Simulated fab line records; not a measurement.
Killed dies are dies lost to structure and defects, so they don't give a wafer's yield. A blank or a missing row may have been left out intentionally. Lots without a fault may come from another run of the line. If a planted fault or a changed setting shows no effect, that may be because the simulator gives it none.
Which tool was responsible?	flow n5Finfet	22 lots with 66 wafers sampled at 6 steps, on a route of 1938 steps

## WHAT THE GAUGES READ, wafer by wafer
Not one reading of a measure or inspect step in the record can be checked against a usual standard deviation.

## WHICH TOOL RAN EACH LOT (tool, then ch and the chambers of the sampled wafers, then the start)
lot	N5_BEOL_M14_STRIP_37	N5_BEOL_M14_DEP_53	N5_BEOL_M15_ILD_DEP_00	N5_BEOL_M15_ETCH_59	N5_BEOL_M15_TRENCH_ETCH_34	N5_BEOL_M15_ETCH_38
L075	rieDiel-02 ch 0,2, day 13 03:08	pecvd-02 ch 0,2, day 13 05:43	pecvd-02 ch 0,1,2, day 13 05:54	rieDiel-03 ch 0,1,2, day 13 07:00	rieDiel-01 ch 0,2,3, day 13 08:32	rieDiel-01 ch 0,3, no start
L076	rieDiel-05 ch 0,1,2, day 13 04:47	pecvd-01 ch 0,1, day 13 07:13	pecvd-04 ch 0,1, day 13 07:20	rieDiel-04 ch 0,2, day 13 08:08	rieDiel-04 ch 1,2, day 13 09:50	rieDiel-01 ch 2,3, no start
L077	rieDiel-02 ch 0,3, day 13 09:21	pecvd-04 ch 0,1,2, day 13 12:49	pecvd-03 ch 0,1,2, day 13 12:57	rieDiel-03 ch 0,3, day 13 13:55	rieDiel-03 ch 0,3, day 13 15:36	rieDiel-01 ch 0,2,3, no start
L078	rieDiel-02 ch 1,2,3, day 13 21:01	pecvd-01 ch 1,2, day 13 23:01	pecvd-03 ch 1,2, day 13 23:09	rieDiel-04 ch 1,3, day 13 23:49	rieDiel-04 ch 1,2,3, day 14 01:20	rieDiel-03 ch 0,2,3, no start
L080	rieDiel-06 ch 0,1,3, day 13 21:59	pecvd-04 ch 0,2, day 13 23:45	pecvd-03 ch 0,1,2, day 13 23:53	rieDiel-01 ch 0,1, day 14 00:48	rieDiel-03 ch 0,1,3, day 14 02:34	rieDiel-03 ch 0,1,2, no start
L079	rieDiel-02 ch 0,2,3, day 14 03:26	pecvd-01 ch 0,1,2, day 14 05:20	pecvd-02 ch 0,2, day 14 05:27	rieDiel-01 ch 0,1, day 14 06:08	rieDiel-04 ch 2,3, day 14 08:01	rieDiel-04 ch 1,2, no start
L081	rieDiel-05 ch 2,3, day 14 06:27	pecvd-01 ch 0,1, day 14 08:20	pecvd-03 ch 0,1, day 14 08:28	rieDiel-04 ch 2,3, day 14 09:08	rieDiel-03 ch 0,2, day 14 10:47	rieDiel-04 ch 1,2,3, no start
L082	rieDiel-05 ch 0,1,2, day 14 16:44	pecvd-04 ch 0,2, day 14 18:56	pecvd-02 ch 0,1,2, day 14 19:04	rieDiel-04 ch 1,2, day 14 19:44	rieDiel-03 ch 0,1,3, day 14 21:33	rieDiel-04 ch 1,3, no start
L083	rieDiel-05 ch 0,1,3, day 14 18:02	pecvd-01 ch 0,1,2, day 14 19:44	pecvd-04 ch 0,1,2, day 14 19:52	rieDiel-03 ch 1,2,3, day 14 20:40	rieDiel-04 ch 1,2,3, day 14 22:20	rieDiel-03 ch 1,2,3, no start
L087	rieDiel-05 ch 0,2,3, day 15 06:58	pecvd-01 ch 0,1,2, day 15 09:09	pecvd-04 ch 0,1, day 15 09:17	rieDiel-01 ch 2,3, day 15 10:14	rieDiel-01 ch 0,1, day 15 11:52	rieDiel-01 ch 0,1,2, no start
L085	rieDiel-06 ch 0,1,3, day 15 19:26	pecvd-04 ch 0,1, day 15 21:24	pecvd-02 ch 0,2, day 15 21:32	rieDiel-01 ch 0,2, day 15 22:26	rieDiel-03 ch 0,1,2, day 16 00:01	rieDiel-04 ch 0,1, no start
L086	rieDiel-06 ch 1,3, day 16 00:04	pecvd-02 ch 0,2, day 16 01:47	pecvd-04 ch 0,1, day 16 01:55	rieDiel-01 ch 0,1,2, day 16 02:44	rieDiel-03 ch 1,2, day 16 04:22	rieDiel-01 ch 1,2,3, no start
L089	rieDiel-06 ch 0,1,3, day 16 06:07	pecvd-04 ch 1,2, day 16 11:03	pecvd-03 ch 0,1,2, day 16 11:11	rieDiel-01 ch 2,3, day 16 11:51	rieDiel-04 ch 0,1, day 16 13:31	rieDiel-01 ch 1,2, no start
L091	rieDiel-05 ch 0,2,3, day 16 13:19	pecvd-01 ch 0,1, day 16 15:14	pecvd-02 ch 0,2, day 16 15:22	rieDiel-04 ch 1,2,3, day 16 16:02	rieDiel-03 ch 0,1,2, day 16 17:38	rieDiel-04 ch 1,2,3, no start
L088	rieDiel-02 ch 1,2,3, day 16 13:45	pecvd-01 ch 0,2, day 16 15:52	pecvd-04 ch 0,1,2, day 16 16:00	rieDiel-01 ch 1,3, day 16 16:41	rieDiel-03 ch 1,2,3, day 16 18:38	rieDiel-01 ch 1,3, no start
L092	rieDiel-06 ch 0,1,2, day 16 18:30	pecvd-04 ch 0,1,2, day 16 20:23	pecvd-03 ch 0,2, day 16 20:30	rieDiel-03 ch 0,2, day 16 21:11	rieDiel-03 ch 2,3, day 16 22:48	rieDiel-03 ch 0,3, no start
L090	rieDiel-06 ch 0,2,3, day 17 02:05	pecvd-01 ch 0,1, day 17 04:11	pecvd-03 ch 2, day 17 04:19	rieDiel-04 ch 0,2,3, day 17 05:14	rieDiel-03 ch 0,2, day 17 07:13	rieDiel-01 ch 0,2,3, no start
L093	rieDiel-02 ch 0,3, day 17 19:20	pecvd-04 ch 0,2, day 17 22:06	pecvd-03 ch 0,1,2, day 17 22:14	rieDiel-03 ch 1,2,3, day 17 23:02	rieDiel-04 ch 1,2,3, day 18 01:11	rieDiel-04 ch 2,3, no start
L095	rieDiel-02 ch 1,2, day 17 23:21	pecvd-04 ch 1,2, day 18 01:17	pecvd-03 ch 1,2, day 18 01:25	rieDiel-03 ch 0,2, day 18 02:47	rieDiel-04 ch 0,1,2, day 18 04:22	rieDiel-01 ch 2,3, no start
L094	rieDiel-02 ch 2,3, day 18 06:35	pecvd-04 ch 0,1,2, day 18 08:52	pecvd-03 ch 0,1, day 18 08:59	rieDiel-04 ch 1,3, day 18 09:55	rieDiel-03 ch 0,2, day 18 11:32	rieDiel-04 ch 0,2,3, no start
L097	rieDiel-06 ch 0,1,2, day 18 18:56	pecvd-04 ch 0,1,2, day 18 20:38	pecvd-03 ch 2, day 18 20:46	rieDiel-03 ch 1,2,3, day 18 21:41	rieDiel-04 ch 0,2, day 18 23:27	rieDiel-04 ch 0,3, no start
L096	rieDiel-06 ch 0,3, day 18 22:20	pecvd-04 ch 0,1, day 19 00:59	pecvd-04 ch 0,2, day 19 01:07	rieDiel-01 ch 0,2,3, day 19 01:48	rieDiel-03 ch 0,1,3, day 19 03:48	rieDiel-03 ch 1,2,3, no start
- N5_BEOL_M14_STRIP_37: strips in O2.
- N5_BEOL_M14_DEP_53: deposits SiCN from 3MS/NH3, target thk 50 nm, time 17.8 s.
- N5_BEOL_M15_ILD_DEP_00: deposits SiO2 from TEOS/O2, target thk 1629.3 nm, time 346.1 s.
- N5_BEOL_M15_ETCH_59: etches BARC in N2/H2, target depth 89 nm, overetch 26.7 nm, time 67.9 s.
- N5_BEOL_M15_TRENCH_ETCH_34: etches SiO2 in C4F8/O2/Ar, target depth 872.93 nm, time 199 s.
- N5_BEOL_M15_ETCH_38: etches SiCN in CF4/N2, target depth 106.4 nm, time 120.5 s.

## WHAT THE TOOLS THEMSELVES READ (means of the sampled wafers that have a number; where no wafer has one, the mark that the record gives instead)
N5_BEOL_M14_STRIP_37. Usual: drypumpMotorCurrentA 5.7 A, standard deviation 0.43; oesProductAu 0.81 a.u., standard deviation 0.092; rfVppV 3.6 V, standard deviation 0.95; showerheadPlenumPTorr 2.10 Torr, standard deviation 0.044; throttleValvePct 16.66 %, standard deviation 0.22.
lot	tool	drypumpMotorCurrentA (A)	oesProductAu (a.u.)	rfVppV (V)	showerheadPlenumPTorr (Torr)	throttleValvePct (%)	flag
L075	rieDiel-02	5.4	0.88	3.1	2.14	16.63	
L076	rieDiel-05	5.7	0.80	2.8	2.08	16.79	
L077	rieDiel-02	5.6	0.88	3.8	2.17	16.60	
L078	rieDiel-02	5.7	0.87	3.7	2.13	16.57	
L080	rieDiel-06	5.8	0.77	3.0	2.10	16.63	
L079	rieDiel-02	5.8	0.84	3.5	2.16	16.66	
L081	rieDiel-05	5.4	0.85	4.6	2.10	16.44	
L082	rieDiel-05	5.7	0.76	3.7	2.07	16.82	
L083	rieDiel-05	5.6	0.73	2.9	2.09	16.86	
L087	rieDiel-05	5.7	0.79	3.6	2.09	16.67	
L085	rieDiel-06	5.8	0.75	3.8	2.09	16.68	
L086	rieDiel-06	5.8	0.70	3.3	2.08	16.78	
L089	rieDiel-06	5.8	0.75	3.5	2.09	16.69	
L091	rieDiel-05	5.7	0.78	3.7	2.08	16.67	
L088	rieDiel-02	5.7	0.84	4.2	2.12	16.59	
L092	rieDiel-06	5.9	0.86	3.4	2.08	16.50	
L090	rieDiel-06	6.0	0.83	3.9	2.07	16.69	
L093	rieDiel-02	6.0	0.82	4.1	2.18	16.66	
L095	rieDiel-02	5.3	0.84	2.9	2.07	16.57	
L094	rieDiel-02	6.1	0.79	3.7	2.16	16.70	
L097	rieDiel-06	6.0	0.83	3.7	2.07	16.53	
L096	rieDiel-06	5.8	0.89	4.5	2.08	16.60	

N5_BEOL_M14_DEP_53. Usual: showerheadPlenumPTorr 4.162 Torr, standard deviation 0.027; throttleValvePct 18.6 %, standard deviation 0.73.
lot	tool	showerheadPlenumPTorr (Torr)	throttleValvePct (%)	flag
L075	pecvd-02	4.157	18.4	
L076	pecvd-01	4.171	19.2	
L077	pecvd-04	4.165	18.6	
L078	pecvd-01	4.147	18.3	
L080	pecvd-04	4.169	18.7	
L079	pecvd-01	4.152	18.9	
L081	pecvd-01	4.165	19.1	
L082	pecvd-04	4.150	18.1	
L083	pecvd-01	4.152	18.7	
L087	pecvd-01	4.156	18.8	
L085	pecvd-04	4.183	19.2	
L086	pecvd-02	4.154	17.8	
L089	pecvd-04	4.154	18.1	
L091	pecvd-01	4.167	19.3	
L088	pecvd-01	4.147	19.1	
L092	pecvd-04	4.166	18.7	
L090	pecvd-01	4.168	19.1	
L093	pecvd-04	4.170	18.9	
L095	pecvd-04	4.168	18.3	
L094	pecvd-04	4.169	18.6	
L097	pecvd-04	4.167	18.4	
L096	pecvd-04	4.188	19.2	

N5_BEOL_M15_ILD_DEP_00. Usual: heaterPowerW 502 W, standard deviation 73; showerheadPlenumPTorr 8.35 Torr, standard deviation 0.031; throttleValvePct 19.1 %, standard deviation 0.85.
lot	tool	heaterPowerW (W)	showerheadPlenumPTorr (Torr)	throttleValvePct (%)	flag
L075	pecvd-02	572	8.33	18.4	
L076	pecvd-04	477	8.39	19.4	
L077	pecvd-03	544	8.36	19.5	
L078	pecvd-03	490	8.35	19.9	
L080	pecvd-03	455	8.34	19.3	
L079	pecvd-02	558	8.33	18.9	
L081	pecvd-03	518	8.35	20.0	
L082	pecvd-02	605	8.34	18.5	
L083	pecvd-04	538	8.35	19.2	
L087	pecvd-04	454	8.39	19.7	
L085	pecvd-02	488	8.33	18.8	
L086	pecvd-04	440	8.39	19.8	
L089	pecvd-03	501	8.34	19.4	
L091	pecvd-02	520	8.33	18.4	
L088	pecvd-04	474	8.37	19.3	
L092	pecvd-03	492	8.36	18.8	
L090	pecvd-03	438	8.35	18.5	
L093	pecvd-03	472	8.34	19.3	
L095	pecvd-03	455	8.35	19.9	
L094	pecvd-03	523	8.34	20.1	
L097	pecvd-03	411	8.36	18.7	
L096	pecvd-04	506	8.32	18.9	

N5_BEOL_M15_ETCH_59. Usual: drypumpMotorCurrentA 5.8 A, standard deviation 0.52; oesProductAu 0.65 a.u., standard deviation 0.064; rfVppV 523.5 V, standard deviation 2.3; showerheadPlenumPTorr 2.53 Torr, standard deviation 0.079; throttleValvePct 18.0 %, standard deviation 0.33.
lot	tool	drypumpMotorCurrentA (A)	oesProductAu (a.u.)	rfVppV (V)	showerheadPlenumPTorr (Torr)	throttleValvePct (%)	flag
L075	rieDiel-03	5.3	0.61	524.3	2.60	18.2	
L076	rieDiel-04	5.5	0.70	523.2	2.54	17.8	
L077	rieDiel-03	5.5	0.64	523.1	2.51	18.2	
L078	rieDiel-04	6.0	0.62	522.4	2.50	18.3	
L080	rieDiel-01	6.3	0.63	520.1	2.45	18.0	
L079	rieDiel-01	6.2	0.63	521.6	2.44	18.0	
L081	rieDiel-04	5.7	0.65	522.8	2.51	18.0	
L082	rieDiel-04	5.8	0.68	522.0	2.47	18.3	
L083	rieDiel-03	5.7	0.63	524.1	2.57	18.1	
L087	rieDiel-01	6.0	0.62	525.6	2.63	18.0	
L085	rieDiel-01	5.9	0.65	524.5	2.57	17.9	
L086	rieDiel-01	6.0	0.64	522.2	2.51	18.0	
L089	rieDiel-01	5.9	0.61	526.0	2.62	18.0	
L091	rieDiel-04	5.8	0.65	522.5	2.48	18.2	
L088	rieDiel-01	6.2	0.59	523.4	2.49	18.2	
L092	rieDiel-03	4.8	0.60	525.5	2.59	18.3	
L090	rieDiel-04	5.7	0.69	523.3	2.54	17.8	
L093	rieDiel-03	5.8	0.70	525.2	2.56	17.9	
L095	rieDiel-03	4.8	0.60	525.8	2.59	18.3	
L094	rieDiel-04	6.0	0.60	522.4	2.49	18.3	
L097	rieDiel-03	5.7	0.69	524.5	2.55	17.9	
L096	rieDiel-01	6.0	0.63	523.9	2.57	17.9	

N5_BEOL_M15_TRENCH_ETCH_34. Usual: drypumpMotorCurrentA 5.7 A, standard deviation 0.59; oes_ar_750_au 0.76 a.u., standard deviation 0.07; oesProductAu 0.75 a.u., standard deviation 0.077; rfVppV 2231 V, standard deviation 25; showerheadPlenumPTorr 3.42 Torr, standard deviation 0.098; throttleValvePct 31.09 %, standard deviation 0.29.
lot	tool	drypumpMotorCurrentA (A)	oes_ar_750_au (a.u.)	oesProductAu (a.u.)	rfVppV (V)	showerheadPlenumPTorr (Torr)	throttleValvePct (%)	flag
L075	rieDiel-01	6.0	0.78	0.78	2223	3.49	30.79	
L076	rieDiel-04	5.9	0.80	0.80	2225	3.32	31.14	
L077	rieDiel-03	5.5	0.75	0.74	2206	3.40	31.29	
L078	rieDiel-04	5.7	0.78	0.78	2237	3.36	31.09	
L080	rieDiel-03	5.8	0.74	0.73	2232	3.43	31.14	
L079	rieDiel-04	5.5	0.81	0.82	2234	3.39	30.99	
L081	rieDiel-03	4.8	0.72	0.71	2214	3.51	31.40	
L082	rieDiel-03	5.8	0.74	0.73	2232	3.43	31.13	
L083	rieDiel-04	5.8	0.77	0.78	2236	3.36	31.10	
L087	rieDiel-01	6.2	0.77	0.79	2250	3.33	30.67	
L085	rieDiel-03	5.3	0.70	0.69	2230	3.50	31.30	
L086	rieDiel-03	5.2	0.71	0.70	2240	3.54	31.25	
L089	rieDiel-04	6.0	0.87	0.88	2251	3.45	30.70	
L091	rieDiel-03	5.3	0.70	0.69	2231	3.50	31.29	
L088	rieDiel-03	5.7	0.73	0.72	2240	3.46	31.12	
L092	rieDiel-03	5.8	0.77	0.76	2225	3.39	31.07	
L090	rieDiel-03	4.8	0.70	0.70	2213	3.50	31.43	
L093	rieDiel-04	5.8	0.75	0.75	2235	3.35	31.13	
L095	rieDiel-04	5.8	0.82	0.83	2236	3.39	30.88	
L094	rieDiel-03	4.8	0.70	0.69	2213	3.50	31.45	
L097	rieDiel-04	5.4	0.85	0.85	2232	3.42	30.76	
L096	rieDiel-03	5.8	0.79	0.79	2231	3.41	31.06	

N5_BEOL_M15_ETCH_38. Usual: drypumpMotorCurrentA 5.8 A, standard deviation 0.49; oesProductAu 0.75 a.u., standard deviation 0.072; rfVppV 382.1 V, standard deviation 1.7; showerheadPlenumPTorr 2.20 Torr, standard deviation 0.068; throttleValvePct 15.55 %, standard deviation 0.3.
lot	tool	drypumpMotorCurrentA (A)	oesProductAu (a.u.)	rfVppV (V)	showerheadPlenumPTorr (Torr)	throttleValvePct (%)	flag
L075	rieDiel-01	6.1	0.82	381.7	2.20	15.13	
L076	rieDiel-01	6.0	0.74	384.7	2.28	15.45	
L077	rieDiel-01	6.0	0.77	383.0	2.24	15.35	
L078	rieDiel-03	5.4	0.75	382.2	2.20	15.70	
L080	rieDiel-03	5.3	0.70	383.4	2.25	15.82	
L079	rieDiel-04	5.8	0.79	380.5	2.13	15.63	
L081	rieDiel-04	5.8	0.77	382.0	2.15	15.60	
L082	rieDiel-04	6.1	0.72	379.9	2.13	15.78	
L083	rieDiel-03	5.7	0.74	383.8	2.23	15.66	
L087	rieDiel-01	6.0	0.74	381.4	2.17	15.53	
L085	rieDiel-04	6.0	0.80	380.5	2.16	15.53	
L086	rieDiel-01	6.1	0.70	382.7	2.22	15.64	
L089	rieDiel-01	6.1	0.68	381.3	2.15	15.78	
L091	rieDiel-04	5.8	0.75	380.9	2.15	15.64	
L088	rieDiel-01	6.2	0.70	382.7	2.22	15.54	
L092	rieDiel-03	5.9	0.76	380.3	2.14	15.56	
L090	rieDiel-01	6.0	0.75	382.7	2.23	15.41	
L093	rieDiel-04	5.4	0.78	380.8	2.16	15.47	
L095	rieDiel-01	5.9	0.71	383.6	2.26	15.64	
L094	rieDiel-04	5.7	0.80	381.9	2.20	15.36	
L097	rieDiel-04	5.9	0.82	383.4	2.23	15.22	
L096	rieDiel-03	5.7	0.79	382.3	2.22	15.56	

## THE ANSWER, worked out from the rows above alone
Rule: take the mean of a lot's wafers that have a number; if it is more than 3 standard deviations from the usual mean, the lot is off. Also off: a lot with no number at a reading for which 4 or more lots have one. Where the step has rows for the other lots, those lots are counted as sound. Order of review: gauges by route order, followed by the tools' own readings, for which a lot's mean as printed above is used. The first step at which some lot is off is used, and at that step the reading that is off furthest; a lot without a number counts as furthest.
Across all readings shown, no lot is off: no conclusion can be drawn from this.

## WHAT WAS PUT IN BY THE SIMULATOR
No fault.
